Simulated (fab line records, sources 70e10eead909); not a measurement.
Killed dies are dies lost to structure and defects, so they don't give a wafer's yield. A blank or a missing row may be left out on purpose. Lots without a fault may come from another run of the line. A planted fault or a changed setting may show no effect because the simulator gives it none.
Which tool did it? | flow nand_harc | 24 lots, 72 wafers sampled, at 6 steps of a route of 1159

WHAT THE GAUGES READ, wafer by wafer
The record holds no reading of a measuring or inspecting step that can be judged against a usual standard deviation.

WHICH TOOL RAN EACH LOT (tool, then ch and the chambers of the sampled wafers, then the start)
lot  | NHARC_P_ZERO_WELL_ETCH_62                    | NHARC_P_ZERO_WELL_DESCUM_54       | NHARC_P_GATE_RTA_82              | NHARC_P_M1_ETCH_35                 | NHARC_P_M1_DEGAS_29          | NHARC_P_M1_PVD_21
L074 | rie_diel-02 ch 1,3, day 1 18:22 or earlier   | rie_diel-09 ch 0,1,2, day 1 18:22 | rtp_anneal-01 ch 0, day 5 15:18  | rie_diel-05 ch 0,1,2, day 6 04:17  | pvd_sputter-02, day 6 05:16  | pvd_sputter-02, no start
L075 | rie_diel-02 ch 0,1,2, day 1 23:54 or earlier | rie_diel-02 ch 0,1, day 1 23:54   | rtp_anneal-01 ch 0, day 5 15:02  | rie_diel-05 ch 0,1, day 6 03:50    | pvd_sputter-03, day 6 04:46  | pvd_sputter-03, no start
L076 | rie_diel-09 ch 0,1,3, day 2 06:03 or earlier | rie_diel-09 ch 0,1, day 2 06:03   | rtp_anneal-02 ch 0, day 6 03:31  | rie_diel-07 ch 0,1,3, day 6 14:02  | pvd_sputter-02, day 6 14:59  | pvd_sputter-02, no start
L077 | rie_diel-07 ch 0,1,3, day 2 12:01 or earlier | rie_diel-09 ch 1,2, day 2 12:01   | rtp_anneal-01 ch 0, day 6 04:08  | rie_diel-07 ch 1,2, day 6 15:01    | pvd_sputter-02, day 6 15:57  | pvd_sputter-02, no start
L078 | rie_diel-07 ch 0,1, day 2 18:02 or earlier   | rie_diel-07 ch 1,3, day 2 18:02   | rtp_anneal-01 ch 0, day 6 11:31  | rie_diel-11 ch 0,1,3, day 7 00:55  | pvd_sputter-01, day 7 01:51  | pvd_sputter-01, no start
L079 | rie_diel-07 ch 0,1,2, day 2 23:51 or earlier | rie_diel-09 ch 0,1,3, day 2 23:51 | rtp_anneal-01 ch 0, day 6 16:57  | rie_diel-05 ch 1,2,3, day 7 06:55  | pvd_sputter-01, day 7 07:52  | pvd_sputter-01, no start
L080 | rie_diel-02 ch 1,2, day 3 05:55 or earlier   | rie_diel-09 ch 0,1, day 3 05:55   | rtp_anneal-02 ch 0, day 7 01:50  | rie_diel-11 ch 0,1,3, day 7 12:53  | pvd_sputter-02, day 7 13:49  | pvd_sputter-02, no start
L081 | rie_diel-09 ch 1,2,3, day 3 11:58 or earlier | rie_diel-02 ch 1,2,3, day 3 11:58 | rtp_anneal-02 ch 0, day 7 03:55  | rie_diel-11 ch 0,1,3, day 7 16:05  | pvd_sputter-02, day 7 17:01  | pvd_sputter-02, no start
L082 | rie_diel-02 ch 0,1,2, day 3 17:58 or earlier | rie_diel-07 ch 0,2,3, day 3 17:58 | rtp_anneal-02 ch 0, day 7 11:41  | rie_diel-07 ch 0,1,2, day 8 00:55  | pvd_sputter-03, day 8 01:52  | pvd_sputter-03, no start
L083 | rie_diel-02 ch 0,2,3, day 3 23:56 or earlier | rie_diel-07 ch 1,2,3, day 3 23:56 | rtp_anneal-01 ch 0, day 7 18:04  | rie_diel-07 ch 0,3, day 8 04:43    | pvd_sputter-02, day 8 05:39  | pvd_sputter-02, no start
L084 | rie_diel-07 ch 1,2,3, day 4 05:56 or earlier | rie_diel-07 ch 0,1, day 4 05:56   | rtp_anneal-01 ch 0, day 8 02:10  | rie_diel-07 ch 1,2,3, day 8 22:23  | pvd_sputter-01, day 8 23:19  | pvd_sputter-01, no start
L085 | rie_diel-02 ch 0,2, day 4 12:08 or earlier   | rie_diel-02 ch 1,2, day 4 12:08   | rtp_anneal-01 ch 0, day 8 15:42  | rie_diel-05 ch 0,1,3, day 9 02:52  | pvd_sputter-03, day 9 03:48  | pvd_sputter-03, no start
L086 | rie_diel-02 ch 0,1,3, day 4 17:58 or earlier | rie_diel-09 ch 1,2, day 4 17:58   | rtp_anneal-01 ch 0, day 8 18:53  | rie_diel-07 ch 1,2, day 9 08:41    | pvd_sputter-01, day 9 09:38  | pvd_sputter-01, no start
L087 | rie_diel-09 ch 1,2,3, day 4 23:41 or earlier | rie_diel-07 ch 0,1,3, day 4 23:41 | rtp_anneal-02 ch 0, day 8 14:18  | rie_diel-07 ch 0,1, day 9 01:45    | pvd_sputter-02, day 9 02:42  | pvd_sputter-02, no start
L088 | rie_diel-07 ch 0,3, day 5 06:05 or earlier   | rie_diel-02 ch 0,1,2, day 5 06:05 | rtp_anneal-02 ch 0, day 8 22:46  | rie_diel-05 ch 0,1, day 9 10:33    | pvd_sputter-03, day 9 11:29  | pvd_sputter-03, no start
L089 | rie_diel-09 ch 0,1, day 5 11:50 or earlier   | rie_diel-02 ch 0,1,2, day 5 11:50 | rtp_anneal-01 ch 0, day 9 06:23  | rie_diel-07 ch 0,2,3, day 9 17:35  | pvd_sputter-02, day 9 18:32  | pvd_sputter-02, no start
L090 | rie_diel-09 ch 0,1,3, day 5 17:55 or earlier | rie_diel-09 ch 0,1,2, day 5 17:55 | rtp_anneal-01 ch 0, day 9 11:42  | rie_diel-11 ch 1,2,3, day 10 05:26 | pvd_sputter-03, day 10 06:22 | pvd_sputter-03, no start
L091 | rie_diel-09 ch 1,2,3, day 6 00:02 or earlier | rie_diel-02 ch 0,2,3, day 6 00:02 | rtp_anneal-01 ch 0, day 9 22:42  | rie_diel-11 ch 0,1,3, day 10 09:18 | pvd_sputter-02, day 10 10:17 | pvd_sputter-02, no start
L092 | rie_diel-09 ch 0,1,2, day 6 05:53 or earlier | rie_diel-09 ch 0,1,2, day 6 05:53 | rtp_anneal-02 ch 0, day 10 00:18 | rie_diel-07 ch 0,1,2, day 10 11:46 | pvd_sputter-02, day 10 12:43 | pvd_sputter-02, no start
L093 | rie_diel-09 ch 0,1,2, day 6 11:53 or earlier | rie_diel-07 ch 0,2,3, day 6 11:53 | rtp_anneal-01 ch 0, day 10 04:49 | rie_diel-05 ch 0,1,2, day 10 15:17 | pvd_sputter-01, day 10 16:14 | pvd_sputter-01, no start
L094 | rie_diel-02 ch 0,2,3, day 6 17:46 or earlier | rie_diel-09 ch 0,2,3, day 6 17:46 | rtp_anneal-02 ch 0, day 10 10:29 | rie_diel-07 ch 2,3, day 10 23:43   | pvd_sputter-03, day 11 00:41 | pvd_sputter-03, no start
L095 | rie_diel-09 ch 2,3, day 6 23:33 or earlier   | rie_diel-07 ch 0,3, day 6 23:33   | rtp_anneal-02 ch 0, day 10 11:20 | rie_diel-05 ch 0,3, day 11 00:06   | pvd_sputter-02, day 11 01:02 | pvd_sputter-02, no start
L096 | rie_diel-02 ch 1,3, day 7 05:41 or earlier   | rie_diel-02 ch 0,2,3, day 7 05:41 | rtp_anneal-02 ch 0, day 11 03:26 | rie_diel-07 ch 0,2,3, day 11 13:54 | pvd_sputter-03, day 11 14:50 | pvd_sputter-03, no start
L097 | rie_diel-09 ch 0,3, day 7 11:49 or earlier   | rie_diel-07 ch 0,1, day 7 11:49   | rtp_anneal-02 ch 0, day 11 09:59 | rie_diel-11 ch 0,1, day 11 23:39   | pvd_sputter-03, day 12 00:35 | pvd_sputter-03, no start
- NHARC_P_ZERO_WELL_ETCH_62: etches the open film in CHF3/Ar, target depth 13 nm, time 6.5 s.
- NHARC_P_ZERO_WELL_DESCUM_54: chemistry O2, time 3 s.
- NHARC_P_GATE_RTA_82: time 30 s.
- NHARC_P_M1_ETCH_35: etches the open film in N2/H2, target depth 40 nm, overetch 12 nm, time 43.94 s.
- NHARC_P_M1_DEGAS_29: time 60 s.
- NHARC_P_M1_PVD_21: deposits Cu, target thk 30 nm, time 20.49 s.

WHAT THE TOOLS THEMSELVES READ (means of the sampled wafers that have a number; where no wafer has one, the mark that the record gives instead)
NHARC_P_ZERO_WELL_ETCH_62. Usual: drypump_motor_current_A 5.8 A, standard deviation 0.35; oes_product_au 0.962 a.u., standard deviation 0.017; rf_vpp_V 371.2 V, standard deviation 2.5; showerhead_plenum_p_Torr 2.37 Torr, standard deviation 0.1; throttle_valve_pct 20.217 %, standard deviation 0.0095.
lot  | tool        | drypump_motor_current_A (A) | oes_product_au (a.u.) | rf_vpp_V (V) | showerhead_plenum_p_Torr (Torr) | throttle_valve_pct (%) | flag
L074 | rie_diel-02 | 5.7                         | 0.940                 | 369.5        | 2.27                            | 20.211                 |
L075 | rie_diel-02 | 5.7                         | 0.945                 | 371.6        | 2.38                            | 20.215                 |
L076 | rie_diel-09 | 6.1                         | 0.960                 | 372.7        | 2.45                            | 20.227                 |
L077 | rie_diel-07 | 5.6                         | 0.931                 | 369.9        | 2.31                            | 20.218                 |
L078 | rie_diel-07 | 5.4                         | 0.982                 | 369.9        | 2.34                            | 20.212                 |
L079 | rie_diel-07 | 5.7                         | 0.962                 | 371.4        | 2.36                            | 20.222                 |
L080 | rie_diel-02 | 5.6                         | 0.960                 | 370.3        | 2.39                            | 20.211                 |
L081 | rie_diel-09 | 5.8                         | 0.955                 | 371.9        | 2.37                            | 20.223                 |
L082 | rie_diel-02 | 5.7                         | 0.965                 | 371.5        | 2.38                            | 20.211                 |
L083 | rie_diel-02 | 5.6                         | 0.958                 | 371.8        | 2.42                            | 20.219                 |
L084 | rie_diel-07 | 6.0                         | 0.968                 | 370.2        | 2.33                            | 20.213                 |
L085 | rie_diel-02 | 5.6                         | 0.954                 | 373.8        | 2.48                            | 20.220                 |
L086 | rie_diel-02 | 5.7                         | 0.957                 | 370.1        | 2.32                            | 20.222                 |
L087 | rie_diel-09 | 5.8                         | 0.971                 | 372.1        | 2.37                            | 20.220                 |
L088 | rie_diel-07 | 5.5                         | 0.971                 | 369.8        | 2.31                            | 20.211                 |
L089 | rie_diel-09 | 6.2                         | 0.966                 | 374.0        | 2.48                            | 20.222                 |
L090 | rie_diel-09 | 6.1                         | 0.980                 | 372.3        | 2.45                            | 20.223                 |
L091 | rie_diel-09 | 5.8                         | 0.960                 | 370.9        | 2.37                            | 20.215                 |
L092 | rie_diel-09 | 5.9                         | 0.978                 | 371.6        | 2.40                            | 20.213                 |
L093 | rie_diel-09 | 5.9                         | 0.975                 | 371.5        | 2.40                            | 20.210                 |
L094 | rie_diel-02 | 5.6                         | 0.947                 | 372.5        | 2.41                            | 20.212                 |
L095 | rie_diel-09 | 5.5                         | 0.957                 | 368.4        | 2.28                            | 20.219                 |
L096 | rie_diel-02 | 5.8                         | 0.963                 | 367.7        | 2.23                            | 20.216                 |
L097 | rie_diel-09 | 6.1                         | 0.992                 | 372.5        | 2.42                            | 20.229                 |

NHARC_P_ZERO_WELL_DESCUM_54. Usual: drypump_motor_current_A 5.8 A, standard deviation 0.37; oes_product_au 0.996 a.u., standard deviation 0.011; rf_vpp_V 57.8 V, standard deviation 0.9; showerhead_plenum_p_Torr 1.93 Torr, standard deviation 0.088; throttle_valve_pct 11.311 %, standard deviation 0.0095.
lot  | tool        | drypump_motor_current_A (A) | oes_product_au (a.u.) | rf_vpp_V (V) | showerhead_plenum_p_Torr (Torr) | throttle_valve_pct (%) | flag
L074 | rie_diel-09 | 5.9                         | 0.987                 | 58.2         | 1.96                            | 11.319                 |
L075 | rie_diel-02 | 5.7                         | 1.000                 | 58.3         | 1.93                            | 11.297                 |
L076 | rie_diel-09 | 6.1                         | 0.994                 | 58.3         | 2.03                            | 11.300                 |
L077 | rie_diel-09 | 5.8                         | 0.985                 | 57.8         | 1.97                            | 11.309                 |
L078 | rie_diel-07 | 5.9                         | 1.013                 | 57.9         | 1.85                            | 11.306                 |
L079 | rie_diel-09 | 6.1                         | 0.989                 | 58.0         | 2.00                            | 11.310                 |
L080 | rie_diel-09 | 6.1                         | 0.994                 | 58.1         | 2.04                            | 11.313                 |
L081 | rie_diel-02 | 5.6                         | 0.994                 | 56.6         | 1.90                            | 11.319                 |
L082 | rie_diel-07 | 5.9                         | 1.007                 | 57.7         | 1.90                            | 11.312                 |
L083 | rie_diel-07 | 6.0                         | 0.995                 | 57.5         | 1.90                            | 11.315                 |
L084 | rie_diel-07 | 5.4                         | 0.999                 | 58.0         | 1.90                            | 11.307                 |
L085 | rie_diel-02 | 5.6                         | 0.994                 | 56.7         | 1.95                            | 11.313                 |
L086 | rie_diel-09 | 5.8                         | 0.994                 | 56.9         | 1.96                            | 11.305                 |
L087 | rie_diel-07 | 5.6                         | 0.993                 | 57.6         | 1.88                            | 11.309                 |
L088 | rie_diel-02 | 5.7                         | 0.983                 | 58.4         | 1.94                            | 11.311                 |
L089 | rie_diel-02 | 5.6                         | 0.992                 | 58.4         | 1.94                            | 11.324                 |
L090 | rie_diel-09 | 5.8                         | 1.002                 | 58.3         | 1.96                            | 11.295                 |
L091 | rie_diel-02 | 5.6                         | 0.997                 | 58.3         | 1.97                            | 11.308                 |
L092 | rie_diel-09 | 5.9                         | 1.007                 | 58.4         | 1.96                            | 11.301                 |
L093 | rie_diel-07 | 5.9                         | 0.992                 | 57.5         | 1.90                            | 11.316                 |
L094 | rie_diel-09 | 5.8                         | 1.007                 | 57.5         | 1.93                            | 11.313                 |
L095 | rie_diel-07 | 5.5                         | 1.003                 | 59.1         | 1.88                            | 11.309                 |
L096 | rie_diel-02 | 5.6                         | 0.995                 | 57.4         | 1.97                            | 11.313                 |
L097 | rie_diel-07 | 5.4                         | 0.995                 | 58.4         | 1.90                            | 11.317                 |

NHARC_P_GATE_RTA_82. Usual: lamp_power_pct 4.00 %, standard deviation 0.2; lamp_zone_2_pct 4.00 %, standard deviation 0.2; wafer_temp_C_max 451.9, standard deviation 0.52.
lot  | tool          | lamp_power_pct (%) | lamp_zone_2_pct (%) | wafer_temp_C_max | flag
L074 | rtp_anneal-01 | 4.17               | 4.18                | 452.1            |
L075 | rtp_anneal-01 | 4.18               | 4.18                | 452.3            |
L076 | rtp_anneal-02 | 3.78               | 3.78                | 451.4            |
L077 | rtp_anneal-01 | 4.18               | 4.17                | 452.4            |
L078 | rtp_anneal-01 | 4.18               | 4.18                | 452.0            |
L079 | rtp_anneal-01 | 4.18               | 4.18                | 452.0            |
L080 | rtp_anneal-02 | 3.79               | 3.79                | 451.9            |
L081 | rtp_anneal-02 | 3.78               | 3.79                | 451.7            |
L082 | rtp_anneal-02 | 3.78               | 3.78                | 451.5            |
L083 | rtp_anneal-01 | 4.18               | 4.18                | 451.9            |
L084 | rtp_anneal-01 | 4.18               | 4.17                | 451.9            |
L085 | rtp_anneal-01 | 4.18               | 4.17                | 451.8            |
L086 | rtp_anneal-01 | 4.18               | 4.18                | 452.5            |
L087 | rtp_anneal-02 | 3.79               | 3.78                | 451.3            |
L088 | rtp_anneal-02 | 3.78               | 3.79                | 451.3            |
L089 | rtp_anneal-01 | 4.18               | 4.18                | 451.8            |
L090 | rtp_anneal-01 | 4.18               | 4.18                | 452.3            |
L091 | rtp_anneal-01 | 4.17               | 4.18                | 452.2            |
L092 | rtp_anneal-02 | 3.79               | 3.78                | 451.6            |
L093 | rtp_anneal-01 | 4.18               | 4.18                | 452.3            |
L094 | rtp_anneal-02 | 3.78               | 3.78                | 451.3            |
L095 | rtp_anneal-02 | 3.78               | 3.78                | 451.6            |
L096 | rtp_anneal-02 | 3.79               | 3.78                | 450.9            |
L097 | rtp_anneal-02 | 3.78               | 3.78                | 451.5            |

NHARC_P_M1_ETCH_35. Usual: drypump_motor_current_A 5.7 A, standard deviation 0.54; oes_product_au 1.001 a.u., standard deviation 0.011; rf_vpp_V 431.3 V, standard deviation 2.8; showerhead_plenum_p_Torr 2.07 Torr, standard deviation 0.1; throttle_valve_pct 14.171 %, standard deviation 0.0093.
lot  | tool        | drypump_motor_current_A (A) | oes_product_au (a.u.) | rf_vpp_V (V) | showerhead_plenum_p_Torr (Torr) | throttle_valve_pct (%) | flag
L074 | rie_diel-05 | 5.9                         | 0.991                 | 434.0        | 2.18                            | 14.164                 |
L075 | rie_diel-05 | 6.0                         | 1.000                 | 433.7        | 2.16                            | 14.177                 |
L076 | rie_diel-07 | 5.6                         | 1.000                 | 429.5        | 2.01                            | 14.177                 |
L077 | rie_diel-07 | 5.8                         | 0.987                 | 430.7        | 2.05                            | 14.173                 |
L078 | rie_diel-11 | 5.4                         | 1.010                 | 429.1        | 1.99                            | 14.176                 |
L079 | rie_diel-05 | 5.4                         | 0.996                 | 435.1        | 2.20                            | 14.171                 |
L080 | rie_diel-11 | 5.4                         | 1.006                 | 429.9        | 1.99                            | 14.162                 |
L081 | rie_diel-11 | 5.4                         | 1.015                 | 430.2        | 1.99                            | 14.171                 |
L082 | rie_diel-07 | 5.7                         | 1.004                 | 431.5        | 2.06                            | 14.162                 |
L083 | rie_diel-07 | 5.8                         | 1.004                 | 429.0        | 1.98                            | 14.181                 |
L084 | rie_diel-07 | 6.0                         | 1.001                 | 430.3        | 2.03                            | 14.173                 |
L085 | rie_diel-05 | 5.5                         | 0.996                 | 433.8        | 2.18                            | 14.171                 |
L086 | rie_diel-07 | 6.1                         | 1.000                 | 430.2        | 2.07                            | 14.174                 |
L087 | rie_diel-07 | 5.3                         | 1.007                 | 431.8        | 2.04                            | 14.178                 |
L088 | rie_diel-05 | 5.4                         | 1.011                 | 433.5        | 2.18                            | 14.172                 |
L089 | rie_diel-07 | 5.9                         | 1.005                 | 429.6        | 2.03                            | 14.164                 |
L090 | rie_diel-11 | 5.7                         | 1.000                 | 429.1        | 1.99                            | 14.175                 |
L091 | rie_diel-11 | 5.4                         | 1.004                 | 429.7        | 1.99                            | 14.169                 |
L092 | rie_diel-07 | 5.7                         | 0.997                 | 430.7        | 2.05                            | 14.167                 |
L093 | rie_diel-05 | 5.9                         | 1.011                 | 434.3        | 2.18                            | 14.171                 |
L094 | rie_diel-07 | 6.2                         | 1.000                 | 429.0        | 2.00                            | 14.170                 |
L095 | rie_diel-05 | 6.1                         | 1.009                 | 433.5        | 2.15                            | 14.176                 |
L096 | rie_diel-07 | 5.9                         | 0.991                 | 431.3        | 2.03                            | 14.170                 |
L097 | rie_diel-11 | 5.5                         | 1.002                 | 430.0        | 1.99                            | 14.172                 |

NHARC_P_M1_DEGAS_29. Usual: heater_power_w 337 W, standard deviation 29.
lot  | tool           | heater_power_w (W) | flag
L074 | pvd_sputter-02 | 343                |
L075 | pvd_sputter-03 | 326                |
L076 | pvd_sputter-02 | 311                |
L077 | pvd_sputter-02 | 317                |
L078 | pvd_sputter-01 | 363                |
L079 | pvd_sputter-01 | 374                |
L080 | pvd_sputter-02 | 332                |
L081 | pvd_sputter-02 | 335                |
L082 | pvd_sputter-03 | 351                |
L083 | pvd_sputter-02 | 308                |
L084 | pvd_sputter-01 | 363                |
L085 | pvd_sputter-03 | 292                |
L086 | pvd_sputter-01 | 363                |
L087 | pvd_sputter-02 | 354                |
L088 | pvd_sputter-03 | 332                |
L089 | pvd_sputter-02 | 335                |
L090 | pvd_sputter-03 | 323                |
L091 | pvd_sputter-02 | 322                |
L092 | pvd_sputter-02 | 321                |
L093 | pvd_sputter-01 | 371                |
L094 | pvd_sputter-03 | 322                |
L095 | pvd_sputter-02 | 334                |
L096 | pvd_sputter-03 | 324                |
L097 | pvd_sputter-03 | 305                |

NHARC_P_M1_PVD_21. Usual: throttle_valve_pct 30.1 %, standard deviation 1.2.
lot  | tool           | throttle_valve_pct (%) | flag
L074 | pvd_sputter-02 | 30.4                   |
L075 | pvd_sputter-03 | 29.7                   |
L076 | pvd_sputter-02 | 31.4                   |
L077 | pvd_sputter-02 | 30.5                   |
L078 | pvd_sputter-01 | 30.5                   |
L079 | pvd_sputter-01 | 30.0                   |
L080 | pvd_sputter-02 | 31.6                   |
L081 | pvd_sputter-02 | 31.5                   |
L082 | pvd_sputter-03 | 29.1                   |
L083 | pvd_sputter-02 | 30.5                   |
L084 | pvd_sputter-01 | 30.1                   |
L085 | pvd_sputter-03 | 29.0                   |
L086 | pvd_sputter-01 | 29.8                   |
L087 | pvd_sputter-02 | 30.8                   |
L088 | pvd_sputter-03 | 29.2                   |
L089 | pvd_sputter-02 | 31.4                   |
L090 | pvd_sputter-03 | 28.9                   |
L091 | pvd_sputter-02 | 29.8                   |
L092 | pvd_sputter-02 | 29.6                   |
L093 | pvd_sputter-01 | 30.1                   |
L094 | pvd_sputter-03 | 28.7                   |
L095 | pvd_sputter-02 | 30.7                   |
L096 | pvd_sputter-03 | 28.8                   |
L097 | pvd_sputter-03 | 29.3                   |

THE ANSWER, worked out from the rows above alone
Rule: a lot is off if the mean of its wafers that have a number lies more than 3 standard deviations from the usual mean. A lot without any number at a reading at which 4 lots or more have one is off too. The other lots that the step has rows for count as sound. The gauges are gone through in route order, then the tools' own readings, and for those a lot's mean is taken as printed above. The first step at which some lot is off is used, and at that step the reading that is off furthest; a lot without a number counts as furthest.
No lot is off at any reading shown: from this, nothing can be told.

WHAT THE SIMULATOR HAD PUT IN
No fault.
